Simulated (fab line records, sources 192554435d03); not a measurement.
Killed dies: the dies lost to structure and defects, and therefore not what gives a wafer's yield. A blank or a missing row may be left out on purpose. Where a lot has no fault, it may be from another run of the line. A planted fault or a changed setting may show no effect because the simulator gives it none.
Which tool was responsible? ; flow n5-finfet ; 72 wafers from 24 lots sampled at 2 of the route's 1938 steps

== WHAT THE GAUGES SHOWED, per wafer ==
N5_BEOL_M2_CD_MEAS_18: pitch 36 nm, target cd 18 nm.
lot;measured;on;cd-nm (nm)
L074;day 6 07:57;cd-sem-01;18.16 18.13 18.08
L075;day 6 21:10;cd-sem-02;18.38 17.81 18.62
L076;day 7 02:49;cd-sem-02;17.89 17.71 17.79
L077;day 7 13:32;cd-sem-01;17.95 18.28 17.93
L079;day 7 21:02;cd-sem-01;17.99 18.30 17.71
L078;day 7 22:42;cd-sem-02;17.86 18.04 17.75
L080;day 8 00:34;cd-sem-02;17.49 17.58 17.34
L081;day 8 10:37;cd-sem-02;17.86 17.84 17.84
L082;day 8 21:21;cd-sem-01;18.10 17.27 17.21
L083;day 8 23:40;cd-sem-02;18.48 17.43 18.02
L085;day 9 06:38;cd-sem-01;17.88 18.04 17.75
L084;day 9 06:46;cd-sem-01;17.94 18.42 17.38
L086;day 9 15:08;cd-sem-02;18.31 18.01 17.75
L087;day 9 16:40;cd-sem-02;17.74 18.31 17.47
L088;day 10 01:51;cd-sem-03;17.81 17.69 18.08
L089;day 10 16:48;cd-sem-02;17.84 17.79 18.10
L091;day 10 18:19;cd-sem-02;18.09 17.59 17.98
L090;day 10 19:52;cd-sem-02;18.08 18.11 17.92
L092;day 10 21:23;cd-sem-02;18.05 18.07 18.19
L093;day 11 03:38;cd-sem-01;18.06 17.90 18.27
L094;day 11 17:05;cd-sem-03;17.84 18.53 18.28
L095;day 11 22:24;cd-sem-01;17.89 18.11 17.85
L096;day 12 03:47;cd-sem-02;17.68 17.72 17.95
L097;day 12 10:14;cd-sem-03;18.14 18.40 18.16

== WHAT TOOL EACH LOT RAN ON (gives the tool, then ch and the chambers of the sampled wafers, and finally the start) ==
lot;N5_BEOL_M2_ETCH_63
L074;rie-diel-05 ch 1,2,3, day 6 07:28
L075;rie-diel-04 ch 0,2,3, day 6 20:47
L076;rie-diel-05 ch 1,2,3, day 7 02:21
L077;rie-diel-05 ch 0,1,2, day 7 13:02
L079;rie-diel-04 ch 1,2, day 7 20:38
L078;rie-diel-04 ch 0,1,3, day 7 22:19
L080;rie-diel-03 ch 0,2, day 8 00:07
L081;rie-diel-04 ch 1,2,3, day 8 10:06
L082;rie-diel-03 ch 0,2,3, day 8 20:58
L083;rie-diel-04 ch 0,2, day 8 23:16
L085;rie-diel-03 ch 0,1, day 9 06:13
L084;rie-diel-05 ch 0,3, day 9 06:23
L086;rie-diel-04 ch 0,2,3, day 9 14:45
L087;rie-diel-05 ch 0,1,2, day 9 16:17
L088;rie-diel-05 ch 2,3, day 10 01:24
L089;rie-diel-03 ch 0,1,3, day 10 16:22
L091;rie-diel-05 ch 1,3, day 10 17:55
L090;rie-diel-04 ch 0,2, day 10 19:29
L092;rie-diel-04 ch 0,1,2, day 10 21:00
L093;rie-diel-04 ch 0,1, day 11 03:15
L094;rie-diel-03 ch 1,2,3, day 11 16:41
L095;rie-diel-05 ch 1,2,3, day 11 22:01
L096;rie-diel-05 ch 0,2,3, day 12 03:25
L097;rie-diel-04 ch 0,1, day 12 09:47
- N5_BEOL_M2_ETCH_63: etches SiARC in CF4, target depth 15.6 nm, time 26 s.

== AS READ BY THE TOOLS THEMSELVES (means over the sampled wafers that have a number; for cases with no such wafer, the mark the record gives instead) ==
N5_BEOL_M2_ETCH_63.
lot;tool;drypump-motor-current-A (A);etch-rf-on-time-s (s);oes-product-au (a.u.);rf-vpp-V (V);showerhead-plenum-p-Torr (Torr);throttle-valve-pct (%)
L074;rie-diel-05;5.4;25.4;0.74;184.4;2.15;15.66
L075;rie-diel-04;6.2;25.8;0.72;184.4;2.16;15.81
L076;rie-diel-05;5.4;25.4;0.73;184.2;2.14;15.67
L077;rie-diel-05;5.6;25.4;0.67;183.4;2.09;15.80
L079;rie-diel-04;6.0;25.3;0.79;183.9;2.10;15.46
L078;rie-diel-04;6.2;25.4;0.74;183.8;2.17;15.73
L080;rie-diel-03;5.6;26.6;0.62;183.3;2.09;15.67
L081;rie-diel-04;6.2;25.5;0.72;184.0;2.10;15.64
L082;rie-diel-03;5.6;26.5;0.60;183.2;2.11;15.78
L083;rie-diel-04;6.0;25.5;0.75;185.0;2.16;15.67
L085;rie-diel-03;5.7;25.8;0.70;182.1;2.04;15.63
L084;rie-diel-05;5.1;26.1;0.69;184.2;2.20;15.60
L086;rie-diel-04;6.1;25.7;0.69;184.5;2.16;15.86
L087;rie-diel-05;5.5;25.5;0.66;183.3;2.08;15.85
L088;rie-diel-05;5.2;26.1;0.70;184.2;2.16;15.62
L089;rie-diel-03;5.7;26.1;0.73;183.9;2.12;15.50
L091;rie-diel-05;5.1;26.5;0.72;184.8;2.23;15.59
L090;rie-diel-04;6.1;25.4;0.73;184.7;2.21;15.78
L092;rie-diel-04;6.0;25.2;0.75;184.2;2.15;15.61
L093;rie-diel-04;6.1;25.4;0.74;185.0;2.22;15.71
L094;rie-diel-03;5.6;25.9;0.73;183.9;2.17;15.45
L095;rie-diel-05;5.4;25.7;0.68;184.0;2.13;15.75
L096;rie-diel-05;5.4;25.6;0.71;184.1;2.10;15.60
L097;rie-diel-04;6.1;25.4;0.73;183.6;2.15;15.56

== THE ANSWER, worked out from the rows above alone ==
Rule: usual is defined by the lots themselves. Put in order of their means at a reading, lots are off if they are a third of the lots or fewer, leave a main group of 4 or more, and stand apart from it by a gap of 3 or more times the standard deviation of the main group's means; of several such gaps the widest counts. A main group is skipped when, at the precision printed for the reading in the tables above, its means are all equal. A lot without any number at a reading at which 4 lots or more have one is off too. Where the step has rows for the other lots, those lots are counted as sound. First the gauges in route order, then the tools' own readings, where a lot's mean is used as printed above. The first step at which some lot is off is used, and at that step the reading that is off furthest; a lot without a number counts as furthest.
No lot is off at any reading shown: from this, nothing can be told.

== WHAT HAD BEEN PUT IN BY THE SIMULATOR ==
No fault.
